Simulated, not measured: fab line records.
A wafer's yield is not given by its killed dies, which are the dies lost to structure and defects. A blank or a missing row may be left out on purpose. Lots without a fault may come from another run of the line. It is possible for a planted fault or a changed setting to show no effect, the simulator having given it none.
Split-lot study + flow n5Finfet + route with 1938 steps; 7 lots, 21 wafers read

## THE SPLIT
At N5_MOL_CONTACT_COAG_ETCH_15 (etches SiNx in CH3F/O2, stops on Si:P, target depth 7 nm), the setting sourceW was moved away from the recipe's 395 W on 4 of the 21 wafers read, by -16.8% to +6.4%. This setting was run at the recipe's value on the other wafers.

Reading taken at the split's own step.

## THE READING
rfVppV, in V, at N5_MOL_CONTACT_COAG_ETCH_15 (etches SiNx in CH3F/O2, stops on Si:P, target depth 7 nm). Fault-free wafers of this fab line usually give 294 V, standard deviation 4.3 V.

| wafer  | tool, chamber at the split | sourceW as run, W | against the recipe | rfVppV, V | against lot-mates on the recipe |
|--------|----------------------------|-------------------|--------------------|-----------|---------------------------------|
| L074.1 | rieDiel-03, 3              | 395               | recipe             | 285       | -                               |
| L074.3 | rieDiel-03, 1              | 328.5             | -16.8%             | 321       | +36                             |
| L074.6 | rieDiel-03, 0              | 328.5             | -16.8%             | 323       | +38                             |
| L078.1 | rieDiel-04, 3              | 395               | recipe             | 297       | -                               |
| L078.2 | rieDiel-04, 2              | 395               | recipe             | 295       | -                               |
| L078.5 | rieDiel-04, 0              | 395               | recipe             | 291       | -                               |
| L081.1 | rieDiel-04, 3              | 395               | recipe             | 296       | -                               |
| L081.2 | rieDiel-04, 1              | 395               | recipe             | 297       | -                               |
| L081.5 | rieDiel-04, 3              | 395               | recipe             | 296       | -                               |
| L088.1 | rieDiel-04, 1              | 395               | recipe             | 296       | -                               |
| L088.3 | rieDiel-04, 2              | 395               | recipe             | 296       | -                               |
| L088.6 | rieDiel-04, 2              | 395               | recipe             | 295       | -                               |
| L090.1 | rieDiel-01, 1              | 395               | recipe             | 302       | -                               |
| L090.2 | rieDiel-01, 2              | 395               | recipe             | 295       | -                               |
| L090.3 | rieDiel-01, 0              | 395               | recipe             | 297       | -                               |
| L096.1 | rieDiel-04, 3              | 395               | recipe             | 297       | -                               |
| L096.2 | rieDiel-04, 0              | 420.4             | +6.4%              | 281       | -16                             |
| L096.4 | rieDiel-04, 2              | 420.4             | +6.4%              | 288       | -9                              |
| L097.1 | rieDiel-04, 0              | 395               | recipe             | 289       | -                               |
| L097.5 | rieDiel-04, 2              | 395               | recipe             | 296       | -                               |
| L097.6 | rieDiel-04, 1              | 395               | recipe             | 298       | -                               |

THE FIT
A straight line over all 21 wafers: rfVppV changes by -1.6 V for each +1% of sourceW; r = -0.93; the points scatter about the line by 3.7 V.
The same after taking each lot's own level away (the mean of its wafers on the recipe; 21 wafers): -2.16 V for each +1%; r = -0.98; scatter 2.5 V.
According to that fit, moving sourceW by its largest amount changes the reading by 36 V.
The lots' own levels span 285.0 to 298.0 V, that is 3.0 times the standard deviation above.
Thus the slope moves with the lot-to-lot level: the two fits are different.
Check: with one of the wafers moved furthest among these (-16.8%) left out of the fit, the line predicts +37 V for it against its lot-mates. It came out at +36 V against them.
Tool readings at the split's step, against how far the setting was moved: rfVppV r = -0.93.

## ADDITIONAL SPLITS CARRIED BY THESE WAFERS
These wafers also went through other splits before the reading. Each is held against what the fit with the lots' levels taken away leaves over:
| other split on the same wafers  | wafers away from the commonest value | r with rfVppV (lot level and that fit taken away) |
|---------------------------------|--------------------------------------|---------------------------------------------------|
| N5_HKMG_FIN_HK_ALD_01 aldCycles | 8                                    | +0.46                                             |
| N5_HKMG_FIN_EXPOSE_46 doseMj    | 6                                    | -0.30                                             |
| N5_HKMG_FIN_ETCH_55 h2FlowSccm  | 6                                    | -0.09                                             |
| N5_GATE_CUT_DESCUM_18 timeS     | 10                                   | +0.06                                             |

## FILE'S OWN FIT
rfVppV changes by -2.13 V for each +1% of sourceW, r = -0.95.
